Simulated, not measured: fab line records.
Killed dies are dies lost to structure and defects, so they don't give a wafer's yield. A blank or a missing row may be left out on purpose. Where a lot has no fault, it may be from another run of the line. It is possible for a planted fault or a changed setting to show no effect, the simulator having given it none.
fab line records    flow n5-finfet
[record] lots = 3  wafers = 9  last-day = 18
route steps=1938 shown BEOL_M6@1230 BEOL_M7@1263 BEOL_M15@1830 PASSIVATION@1936
lots that met no fault: from a run of the same line without faults
start-h: hours from the record's first day to the start of the lot's first wafer shown    wait-h: how many hours have passed since the lot's step before this one    " the same as in the row above    L1.1+2: a row that stands for several wafers    - no value, or no start given    * or withheld: withheld    < > ~ a bound
route shown NAME@n: a module of which the file shows steps, and the number in the route of the first    usual: average and standard deviation across the fault-free wafers    same: alike in all rows    chamber/n: place in a boat    sites: per-site readings    _std_site: standard deviation of those values    _edge_site: the outer-site mean with the inner-site mean subtracted    radius-mm: how far each site lies from the wafer's centre    mask NAME#n: copy n    behind: the last tool/chamber to shape the wafer    hold: why the lot went on hold/how many hours it stayed there/how the hold came to an end    device: whichever transistor did not switch (one of n, p or np)    end of line: tests of these same wafers at the route's end    a step given without rows: its recipe and nothing more    killed: dies that structure and defects cost at the first sort, which is not the same as the wafer's yield    map: a wafer's dies, marking killed ones x, the rest . and places with no die _
set.NAME: the run value of the setting; set.NAME@STEP: its run value at that earlier step    model.NAME: the simulator's own value behind a step, which no gauge read
lots at some steps of the route; a table a step, a row a wafer
services: a tool's chamber out of use, with start hour (start-h, from the record's first day; less than 0 if before it), hours out, and reason
[[steps]]
[step N5_BEOL_M6_DESCUM_33]
[recipe] chemistry = O2  time-s = 7  source-power-w = 50  bias-power-w = 20  pressure-mtorr = 20  rf-frequency-hz = 2.712e+07  temp-c = 40  resist = CAR-EUV  o2-flow-sccm = 225
[step N5_BEOL_M6_ETCH_72]
[recipe] chemistry = N2/H2  target = underlayer  target-depth-a = 65  mask-material = CAR-EUV  time-s = 5.2  ion-energy-ev = 200  pressure-mtorr = 30  source-w = 840  bias-w = 150  n2-flow-sccm = 200  h2-flow-sccm = 200  ends = cleared
[step N5_BEOL_M6_ETCH_65]
[recipe] chemistry = CF4  target = SiARC  target-depth-a = 156  mask-material = CAR-EUV  time-s = 26  ion-energy-ev = 80  pressure-mtorr = 40  source-w = 545  bias-w = 36  Ar_flow_sccm = 100  cf4-flow-sccm = 100  ends = cleared
[step N5_BEOL_M6_ETCH_66]
[recipe] chemistry = N2/H2  target = SOC  target-depth-a = 800  overetch-a = 160  mask-material = SiARC  temp-c = 40  time-s = 120  ion-energy-ev = 200  pressure-mtorr = 30  source-w = 840  bias-w = 150  n2-flow-sccm = 200  h2-flow-sccm = 200
[step N5_BEOL_M6_STRIP_69]
[recipe] chemistry = N2/H2  temp-c = 40  n2-flow-sccm = 200  h2-flow-sccm = 200  rf-frequency-hz = 6e+07
[step N5_BEOL_M6_STRIP_73]
[recipe] chemistry = N2/H2  temp-c = 40  n2-flow-sccm = 200  h2-flow-sccm = 200  rf-frequency-hz = 6e+07
[step N5_BEOL_M6_VIA_ETCH_34]
[recipe] chemistry = C4F6/O2  target = SiCOH_lowk  target-depth-a = 1263  mask-material = SOC  taper-deg = 4  time-s = 50.9  ion-energy-ev = 250  pressure-mtorr = 30  source-w = 345  bias-w = 185  Ar_flow_sccm = 300  C4F6_flow_sccm = 10  O2_flow_sccm = 10
[step N5_BEOL_M6_STRIP_76]
[recipe] chemistry = C4F6/O2  resist = SiARC  rf-frequency-hz = 6e+07
[step N5_BEOL_M6_STRIP_36]
[recipe] chemistry = N2/H2  power-w = 450  temp-c = 40  pressure-mtorr = 20  rf-frequency-hz = 6e+07  overash-fraction = 0.3  bias-power-w = 7  h2-frac = 0.5  n2-flow-sccm = 200  h2-flow-sccm = 200
[step N5_BEOL_M6_TRENCH_ETCH_37]
[recipe] chemistry = C4F6/O2  target-depth-a = 944.35  target = SiCOH_lowk  time-s = 31.5  ion-energy-ev = 250  pressure-mtorr = 30  source-w = 345  bias-w = 185  Ar_flow_sccm = 300  C4F6_flow_sccm = 10  O2_flow_sccm = 10
[usual] O2_flow_sccm = 10.00/0.031  drypump-motor-current-A = 5.6/0.47  mfc-ar-sccm = 299.9/0.94  oes-product-au = 0.79/0.079  rf-vpp-V = 672/18  showerhead-plenum-p-Torr = 2.86/0.1  throttle-valve-pct = 20.91/0.27
lot.wafer  tool         chamber  start-h  wait-h  O2_flow_sccm  drypump-motor-current-A  mfc-ar-sccm  oes-product-au  rf-hours-counter-h  rf-vpp-V  showerhead-plenum-p-Torr  throttle-valve-pct  model.BEOL_M6.feature-depth-nm  model.etch.depth-nm  model.TiN_of_BEOL_M6_HM_DEP_02.thk-nm
L344.4     rie-diel-06  0        284.96   -       10.02         5.8                      299.7        0.85            67                  643       3.01                      21.03               96.4                            96.32                17.4
L344.5     "            2        "        "       10.03         4.9                      301.8        1.22            -                   679       2.78                      20.30               139.4                           139.3                16
L344.6     "            3        "        "       9.99          6.0                      300.0        0.75            -                   656       2.95                      21.08               94.6                            94.59                17.8
L346.1     rie-diel-05  3        324.11   -       9.94          5.6                      299.8        0.90            22                  668       2.88                      20.79               98.2                            98.18                17.4
L346.5     "            1        "        "       10.03         5.1                      300.0        0.88            -                   691       2.92                      21.15               97.2                            97.11                17.2
L346.6     "            3        "        "       10.03         5.6                      299.8        0.90            -                   668       2.88                      20.79               98.2                            98.23                17.2
L350.1     rie-diel-06  2        351.85   -       10.04         5.0                      298.8        0.91            43                  678       2.76                      20.26               96.8                            96.76                17.2
L350.5     "            2        "        "       9.97          4.9                      299.1        0.91            -                   676       2.76                      20.23               96                              96.01                17.6
L350.6     "            3        "        "       10.03         6.0                      299.0        0.74            -                   657       2.94                      21.11               94.8                            94.8                 17.4
[step N5_BEOL_M6_ETCH_41]
[recipe] chemistry = CH3F/O2  target = SiCN  target-depth-a = 297  taper-deg = 2  time-s = 52  ion-energy-ev = 120  mask-material = TiN  pressure-mtorr = 30  source-w = 395  bias-w = 75  Ar_flow_sccm = 150  CH3F_flow_sccm = 30  O2_flow_sccm = 20
[step N5_BEOL_M6_STRIP_80]
[recipe] chemistry = N2/H2  time-s = 10  power-w = 450  temp-c = 40  pressure-mtorr = 20  rf-frequency-hz = 6e+07  bias-power-w = 7  n2-flow-sccm = 200  h2-flow-sccm = 200
[step N5_BEOL_M6_OCD_MEAS_38]
[usual] trench-depth-nm = 95.0/1.8
lot.wafer  tool    chamber  start-h  wait-h  trench-depth-nm
L344.4     ocd-02  -        285.12   -       96.9
L344.5     "       -        "        "       139.2
L344.6     "       -        "        "       94.6
L346.1     ocd-02  -        324.27   -       98.0
L346.5     "       -        "        "       97.5
L346.6     "       -        "        "       97.9
L350.1     ocd-02  -        352.01   -       97.2
L350.5     "       -        "        "       96.4
L350.6     "       -        "        "       94.8
[step N5_BEOL_M6_HM_STRIP_39]
[recipe] chemistry = peroxide-tin-strip  material = TiN  target-depth-a = 250  temp-c = 50  time-s = 158
[step N5_BEOL_M6_SRD_40]
[recipe] time-s = 30  temp-c = 23  rinse-liquid = diw  dry = ipa-marangoni
[step N5_BEOL_M6_PRECLEAN_42]
[recipe] chemistry = residue-remover  time-s = 60  temp-c = 40
[step N5_BEOL_M6_SRD_43]
[recipe] time-s = 30  temp-c = 23  rinse-liquid = diw  dry = ipa-marangoni
[step N5_BEOL_M6_CURE_75]
[recipe] temp-c = 370  time-s = 120  ambient = DMADMS/He  material = SiCOH_lowk
[step N5_BEOL_M6_DEGAS_44]
[recipe] ambient = vacuum  temp-c = 250  time-s = 60
[step N5_BEOL_M6_PRE_CLEAN_45]
[recipe] gas = H2/He  time-s = 30  temp-c = 250
[step N5_BEOL_M6_ALD_77]
[recipe] material = TaN  target-thk-a = 20  temp-c = 275  ald-precursor-family = PDMAT  ald-co-reactant = NH3  pressure-torr = 3  carrier-flow-sccm = 1500  pulse-time-s = 2  purge-time-s = 3  co-reactant-purge-time-s = 2  co-reactant-pulse-time-s = 3  ald-cycles = 40  precursor-vessel-temp-c = 75  precursor-vessel-pressure-torr = 26.25  precursor-vessel-carrier-sccm = 1000
[step N5_BEOL_M6_SURFACE_TREAT_79]
[recipe] gas = Ar  time-s = *  ion-energy-ev = *  ion-current-ma-cm2 = 0.5  pressure-mtorr = *  ar-flow-sccm = 30
[step N5_BEOL_M6_CVD_78]
[recipe] material = Co  target-thk-a = 20  temp-c = withheld  precursor = CCTBA/H2  pressure-torr = 30  time-s = 142.3
[step N5_BEOL_M6_SPUTTER_48]
[recipe] material = Cu  target-thk-a = 100  temp-c = -20  bias-v = 60  power-w = 26000  chamber-pressure-pa = 0.13  time-s = 1.667
[step N5_BEOL_M6_ECD_50]
[recipe] material = Cu  target-thk-a = 3000
[step N5_BEOL_M6_ANNEAL_51]
[recipe] temp-c = 225  time-s = 90  ambient = N2
[step N5_BEOL_M6_CMP_52]
[recipe] stop-on = SiCOH_lowk  t-overpolish-s = 6.9  down-force-psi = 1  platen-rpm = 50  clearing-platen-down-force-psi = 1.5  clearing-platen-rpm = 50  post-cmp-clean = cu-alkaline  target-thk-nm = 80  clearing-platen-pad-velocity-m-s = 0.99484  pad-velocity-m-s = 0.99484
[usual] clearing-platen-rpm = 49.998/0.025  motor-current-A = 6.0/0.54  slurry-filter-dp-kPa = 13.49/0.13
lot.wafer  tool    chamber  start-h  wait-h  clearing-platen-rpm  motor-current-A  slurry-filter-dp-kPa  model.Cu_of_BEOL_M6_ECD_50.thk-nm
L344.4     cmp-02  2        289.19   0.2     50.038               6.0              13.53                 82.2
L344.6     "       0        "        "       50.043               6.5              13.33                 78.6
L344.5     "       1        "        "       50.011               5.7              13.44                 123.6
L346.1     cmp-02  1        326.89   0.3     50.001               5.7              13.46                 84.8
L346.5     "       3        "        "       49.986               5.5              13.50                 83.4
L346.6     "       0        "        "       49.945               6.4              13.44                 83.4
L350.1     cmp-02  3        354.58   0.3     49.991               5.9              13.47                 82.6
L350.6     "       3        "        "       49.989               5.7              13.62                 82.4
L350.5     "       0        "        "       50.007               6.8              13.47                 81.6
[step N5_BEOL_M6_THK_MEAS_53]
[recipe] thk-meas-gauge = xrf  reads = Cu_of_BEOL_M6_ECD_50
[usual] M6_THK = 80.3/1.9
lot.wafer  tool           chamber  start-h  wait-h  M6_THK[nm]
L344.4     film-metro-01  -        289.41   -       82.7
L344.5     "              -        "        "       124.9
L344.6     "              -        "        "       79.0
L346.1     film-metro-01  -        327.11   -       84.5
L346.5     "              -        "        "       82.6
L346.6     "              -        "        "       82.2
L350.1     film-metro-02  -        354.88   -       83.0
L350.5     "              -        "        "       81.9
L350.6     "              -        "        "       82.6
[step N5_BEOL_M6_PRE_CLEAN_55]
[recipe] gas = NH3  time-s = 15  temp-c = withheld  rf-power-w = 300
[step N5_BEOL_M6_DEP_56]
[recipe] material = SiCN  target-thk-a = 100  temp-c = withheld  precursor = 3MS/NH3  pressure-torr = 3  rf-w = 202  time-s = 17.5
[step N5_BEOL_M6_RS_MEAS_57]
[recipe] thk-meas-gauge = four-point-probe  reads = Cu_of_BEOL_M6_ECD_50+Co_of_BEOL_M6_CVD_78+TaN_of_BEOL_M6_ALD_77
[usual] M6_RS = 0.285/0.0084
lot.wafer  tool           chamber  start-h  wait-h  M6_RS[ohm/sq]
L344.4     film-metro-02  -        289.54   0.0     0.277
L344.5     "              -        "        "       0.174
L344.6     "              -        "        "       0.292
L346.1     film-metro-01  -        327.24   0.1     0.267
L346.5     "              -        "        "       0.273
L346.6     "              -        "        "       0.273
L350.1     film-metro-02  -        355.01   0.1     0.275
L350.5     "              -        "        "       0.279
L350.6     "              -        "        "       0.277
[step N5_BEOL_M7_ILD_DEP_00]
[recipe] material = SiCOH_lowk  target-thk-a = 1797.5  temp-c = 300  precursor = DEMS/porogen  pressure-torr = 5  rf-w = 500  time-s = 33.4
[step N5_BEOL_M7_CURE_74]
[recipe] temp-c = 385  time-s = 240  ambient = He/Ar  material = SiCOH_lowk
[step N5_BEOL_M7_PECVD_70]
[recipe] material = SiO2  target-thk-a = 200  temp-c = 400  precursor = TEOS/O2  pressure-torr = 5.5  rf-w = 450  teos-flow-sccm = 53.8  gas = O2  flow-sccm = 3000  time-s = 22.7
[step N5_BEOL_M7_HM_DEP_02]
[recipe] material = TiN  target-thk-a = 200  temp-c = 25  chamber-pressure-pa = 0.49996
[step N5_BEOL_M7_COAT_59]
[recipe] resist = SOC  temp-c = 250  time-s = 60  spin-rpm = 1500  resist-thk-nm = 100
[step N5_BEOL_M15_RC_MEAS_101]
[usual] etest-temp-c = 24.98/0.11  COMB_M10 = 1.5e-11/3e-12  COMB_M11 = 1.43e-11/2.7e-12  COMB_M12 = 6.2e-12/1.2e-12  COMB_M12_max_site = 9.1e-12/2.2e-12  COMB_M13 = 4.7e-12/1.1e-12  COMB_M13_max_site = 6.7e-12/1.6e-12  COMB_M14 = 3.5e-12/7.4e-13  COMB_M15 = 2.5e-12/5.7e-13  COMB_M5 = 3.7e-11/8.1e-12  COMB_M7 = 2.5e-11/5.2e-12  COMB_M8 = 2.5e-11/5.4e-12  COMB_M9 = 1.46e-11/3e-12  SERP_M10 = 3.05/0.1  SERP_M11 = 3.09/0.1  SERP_M11_max_site = 3.17/0.1  SERP_M12 = 0.646/0.018  SERP_M12_max_site = 0.659/0.02  SERP_M13 = 0.310/0.0063  SERP_M14 = 0.159/0.0047  SERP_M5 = 38.9/1.8  SERP_M6 = 13.9/0.53  SERP_M6_max_site = 14.5/0.59  SERP_M7 = 14.0/0.48  SERP_M8 = 13.6/0.5  SERP_M8_max_site = 14.2/0.54  SERP_M9 = 3.07/0.098
lot.wafer  tool       chamber  start-h  wait-h  etest-temp-c  COMB_M10[S/m]  COMB_M11[S/m]  COMB_M12[S/m]  COMB_M12_max_site[S/m]  COMB_M13[S/m]  COMB_M13_max_site[S/m]  COMB_M14[S/m]  COMB_M15[S/m]  COMB_M5[S/m]  COMB_M7[S/m]  COMB_M8[S/m]  COMB_M9[S/m]  SERP_M10[ohm/um]  SERP_M11[ohm/um]  SERP_M11_max_site[ohm/um]  SERP_M12[ohm/um]  SERP_M12_max_site[ohm/um]  SERP_M13[ohm/um]  SERP_M14[ohm/um]  SERP_M5[ohm/um]  SERP_M6[ohm/um]  SERP_M6_max_site[ohm/um]  SERP_M7[ohm/um]  SERP_M8[ohm/um]  SERP_M8_max_site[ohm/um]  SERP_M9[ohm/um]
L344.4     prober-02  0        355.62   0.5     24.89         1.9e-11        1.43e-11       5.6e-12        8.3e-12                 4.8e-12        7.9e-12                 4.2e-12        1.8e-12        2.9e-11       2e-11         2e-11         1.35e-11      2.98              3.13              3.23                       0.656             0.678                      0.302             0.167             39.7             13.6             14.2                      14.1             13.6             14.6                      2.91
L344.5     "          0        "        "       24.97         1.3e-11        2.03e-11       6.7e-12        1.16e-11                7.2e-12        7.9e-12                 4.7e-12        2.6e-12        2.7e-11       2.2e-11       2.4e-11       2.01e-11      2.96              3.10              3.21                       0.626             0.645                      0.307             0.161             39.6             8.8              9.0                       13.3             13.5             14.0                      3.07
L344.6     "          0        "        "       24.94         1.3e-11        1.76e-11       7.3e-12        9.9e-12                 6.3e-12        7.3e-12                 3.3e-12        3.4e-12        4.8e-11       2.7e-11       2.2e-11       1.25e-11      3.20              3.21              3.26                       0.645             0.657                      0.305             0.168             39.8             14.4             15.3                      14.1             13.0             13.6                      3.21
L346.1     prober-01  0        394.80   0.0     24.98         1.2e-11        1.26e-11       5.4e-12        1.03e-11                3.5e-12        5.9e-12                 3.4e-12        2.6e-12        3e-11         2.1e-11       3e-11         1.28e-11      2.96              3.06              3.19                       0.662             0.672                      0.314             0.154             38.5             13.0             13.8                      14.5             13.3             13.8                      3.06
L346.5     "          0        "        "       24.92         1e-11          8.9e-12        6e-12          8.2e-12                 5.1e-12        7.1e-12                 3.3e-12        2.2e-12        2.9e-11       2.3e-11       1.7e-11       1.1e-11       3.02              3.07              3.15                       0.657             0.677                      0.311             0.164             37.9             12.6             13.4                      14.0             13.4             14.3                      3.01
L346.6     "          0        "        "       24.74         1e-11          1.19e-11       7.6e-12        1.13e-11                3.9e-12        5.9e-12                 3.8e-12        2.2e-12        2.9e-11       2e-11         2.8e-11       9.1e-12       2.96              3.06              3.10                       0.636             0.651                      0.304             0.167             39.2             13.3             14.5                      14.2             13.3             13.4                      3.01
L350.1     prober-01  0        425.64   0.0     25.10         1.2e-11        1.39e-11       5.8e-12        8.2e-12                 4.7e-12        6.7e-12                 5.1e-12        2.3e-12        3.5e-11       2.1e-11       4.1e-11       1.14e-11      3.03              3.04              3.08                       0.647             0.664                      0.300             0.154             37.6             13.6             14.2                      13.9             14.1             14.2                      3.22
L350.5     "          0        "        "       25.06         1.7e-11        1.55e-11       6.5e-12        9.6e-12                 4.1e-12        5.3e-12                 3e-12          2.4e-12        2.5e-11       2.4e-11       3.6e-11       1.44e-11      3.33              3.07              3.14                       0.659             0.668                      0.307             0.154             40.1             13.8             14.8                      14.3             13.2             13.9                      3.11
L350.6     "          0        "        "       25.04         1.4e-11        1.23e-11       5.9e-12        7.5e-12                 6.2e-12        7.9e-12                 2.7e-12        2.1e-12        3.3e-11       2.4e-11       2.7e-11       1.33e-11      3.00              3.00              3.15                       0.656             0.675                      0.303             0.156             37.8             13.1             13.7                      13.8             13.3             13.6                      3.02
// sites SERP_M6 radius-mm=0,75,75,75,75,140,140,140,140
L344.4 12.6 12.9 13.6 13.5 13.2 13.8 14.0 14.2 14.0
L346.1 13.4 12.7 13.4 13.0 13.6 12.6 13.8 12.9 12.7
L350.1 12.7 13.3 13.1 13.3 13.8 14.2 13.6 13.7 14.2
[step N5_PASSIVATION_PROBE_49]
[usual] defect-limited-yield = 91.0/1.6  killed_at_M0_to_M3 = 35/11  killed_at_M4_up = 14/5.3  killed-at-contacts = 13/6.7  killed-at-front-end = 41/12  killed-at-other = 3.9/2.7  killed-dies = 106/19  killed-open = 70/14  killed-short = 35/8.8  sort_bin_5_function = 5.3/1  sort_bin_6_memory = 3.3/0.81  sort-n-pass = 1073/19  sort-yield-pct = 91.0/1.6
[same] gross-dies = 1180  killed-at-back-side = 0  sort_bin_4_leakage[%] = 0  sort_bin_8_speed[%] = 0
lot.wafer  tool       chamber  start-h  wait-h  defect-limited-yield[%]  killed_at_M0_to_M3  killed_at_M4_up  killed-at-contacts  killed-at-front-end  killed-at-other  killed-dies  killed-open  killed-short  sort_bin_5_function[%]  sort_bin_6_memory[%]  sort-n-pass  sort-yield-pct[%]
L344.5     prober-02  -        369.84   0.2     90.5                     37                  20               14                  37                   4                112          67           40            5.3                     3.3                   1068         90.5
L346.6     prober-02  -        409.20   0.3     89.8                     39                  10               16                  48                   7                120          79           41            6.0                     3.7                   1060         89.8
// killed by level:class
L344.5 BEOL_M0_SAQP:geometric-particle:open=12 FIN_SAQP:geometric-particle:short=11 FIN_SAQP:geometric-particle:open=10 MOL_CONTACT_COAG:geometric-particle:open=10 BEOL_M0_SAQP:geometric-particle:short=9 STI_FIN_REVEAL:geometric-particle:open=8 BEOL_M1:geometric-particle:open=7 BEOL_M4:geometric-particle:open=6
L346.6 FIN_SAQP:geometric-particle:open=14 MOL_CONTACT_COAG:geometric-particle:open=14 BEOL_M0_SAQP:geometric-particle:short=11 BEOL_M0_SAQP:geometric-particle:open=10 FIN_SAQP:geometric-particle:short=8 BEOL_M1:geometric-particle:open=7 STI_FIN_REVEAL:geometric-particle:open=6 DUMMY_GATE:geometric-particle:open=6
[[services]]
tool         chamber  start-h  hours  kind
cmp-02       -        270.72   4.0    pm
rie-diel-05  1        276.52   6.8    repair
cmp-02       -        303.82   0.9    repair
rie-diel-05  2        314.84   9.9    repair
cmp-02       -        327.71   16.8   pm
[[key]]
[first-sign] step = N5_BEOL_M6_TRENCH_ETCH_37  reading = oes-product-au  direction = up  sigmas = 5.4  usual = 0.79  struck = 1.22
[effect] step = N5_BEOL_M6_OCD_MEAS_38  reading = trench-depth-nm  direction = up  sigmas = 25  usual = 95.0  struck = 139.2
[effect] step = N5_BEOL_M6_THK_MEAS_53  reading = M6_THK  direction = up  sigmas = 23  usual = 80.3  struck = 124.9
[effect] step = N5_BEOL_M6_RS_MEAS_57  reading = M6_RS  direction = down  sigmas = 13  usual = 0.285  struck = 0.174
[effect] step = N5_BEOL_M15_RC_MEAS_101  reading = SERP_M6  direction = down  sigmas = 9.6  usual = 13.9  struck = 8.8
[model-effect] step = N5_BEOL_M6_TRENCH_ETCH_37  value = BEOL_M6.feature-depth-nm  without = 96.4  struck = 139.4
[model-effect] step = N5_BEOL_M6_CMP_52  value = Cu_of_BEOL_M6_ECD_50.thk-nm  without = 80.6  struck = 123.6
met-at N5_BEOL_M6_TRENCH_ETCH_37
struck-wafers L344.5
[fault] kind = process-parameter-drift  tool = rie-diel-06  chamber = -  onset-h = 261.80  steps = N5_BEOL_M6_TRENCH_ETCH_37  channel = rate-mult  offset = 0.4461  shape = step  end-h = 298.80  scope = struck-wafers-only
